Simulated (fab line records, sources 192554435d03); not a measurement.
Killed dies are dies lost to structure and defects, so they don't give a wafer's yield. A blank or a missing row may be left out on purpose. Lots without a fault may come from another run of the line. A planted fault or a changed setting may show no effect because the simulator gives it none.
One fault seen from 2 desks | flow n5_finfet | each desk has only its own numbers; what lay behind them comes last

THE TOOL OWNER'S DESK: litho_track-03
The tool's own readings at N5_DUMMY_GATE_COAT_35 (time 60 s, resist thk 10 nm): means of the sampled wafers that have a number, for each lot that ran on this tool. A lot is out of limits, marked OUT, if its mean lies more than 4 standard deviations from the usual mean; the brackets give that distance.
Columns: A = spin_speed_rpm at N5_DUMMY_GATE_COAT_35, usual 1500.0 rpm
lot  | first seen here | A
L138 | day 2 22:45     | 1500.3
L139 | day 3 08:20     | 1499.8
L144 | day 4 10:19     | 1500.8
L145 | day 4 15:46     | 1499.5
L147 | day 5 04:55     | 1500.0
L159 | day 8 04:47     | 1651.2 (+99 or more) OUT
L161 | day 8 14:38     | 1651.0 (+99 or more) OUT
This desk's finding: out of limits on L159, L161; first on L159, day 8 04:47 (spin_speed_rpm at N5_DUMMY_GATE_COAT_35). In limits: L138, L139, L144, L145, L147.

THE METROLOGY DESK
What the gauges read, lot by lot, whatever tool the lot ran on: means of the sampled wafers that have a number. A lot is out of limits, marked OUT, if its mean lies more than 4 standard deviations from the usual mean; the brackets give that distance. Of its 10 readings 7 are shown: those that lie furthest out on some lot.
Columns: A = DIBL_N at N5_BEOL_M4_RC_MEAS_101, usual 36.0 mV/V; B = DIBL_P at N5_BEOL_M4_RC_MEAS_101, usual 36.2 mV/V; C = ION_N at N5_BEOL_M4_RC_MEAS_101, usual 672 uA/um; D = ION_P at N5_BEOL_M4_RC_MEAS_101, usual 461 uA/um; E = SS_N at N5_BEOL_M4_RC_MEAS_101, usual 71.4 mV/dec; F = SS_P at N5_BEOL_M4_RC_MEAS_101, usual 73.2 mV/dec; G = VT_P at N5_BEOL_M4_RC_MEAS_101, usual -251 mV
lot  | first seen here | A    | B    | C   | D   | E    | F    | G
L138 | day 9 13:01     | 35.0 | 35.5 | 677 | 458 | 71.1 | 73.6 | -254
L139 | day 9 15:42     | 32.6 | 33.6 | 672 | 462 | 70.6 | 72.2 | -253
L144 | day 10 19:05    | 34.4 | 34.6 | 662 | 457 | 70.8 | 72.3 | -254
L145 | day 10 19:42    | 35.7 | 36.0 | 681 | 465 | 71.0 | 73.1 | -249
L147 | day 11 21:04    | 39.1 | 40.7 | 676 | 460 | 72.3 | 74.0 | -248
L153 | day 13 11:36    | 35.4 | 36.3 | 673 | 460 | 71.3 | 73.1 | -250
L159 | day 14 21:56    | 38.1 | 36.6 | 680 | 471 | 71.7 | 73.2 | -244
L160 | day 15 02:20    | 36.5 | 38.5 | 689 | 466 | 71.9 | 73.8 | -251
L161 | day 15 05:06    | 36.6 | 36.4 | 679 | 468 | 71.3 | 73.1 | -248
This desk's finding: nothing out of limits on any of the 9 lots.

PUT TOGETHER
The tool owner's desk could have raised an alarm at day 8 04:47, on L159, L161.
The metrology desk saw nothing out of limits.
The metrology desk has L159, L161 on record, within its limits.
Of the lots named, all ran N5_DUMMY_GATE_COAT_35 on litho_track-03.

WHAT THE SIMULATOR HAD PUT IN
Process parameter drift: litho_track-03, from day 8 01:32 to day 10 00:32, at N5_DUMMY_GATE_COAT_35. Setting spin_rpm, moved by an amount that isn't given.
Lots struck among those shown: L159, L161.
Hours from the fault's start to each desk's first reading out of limits: the tool owner's desk, 3.
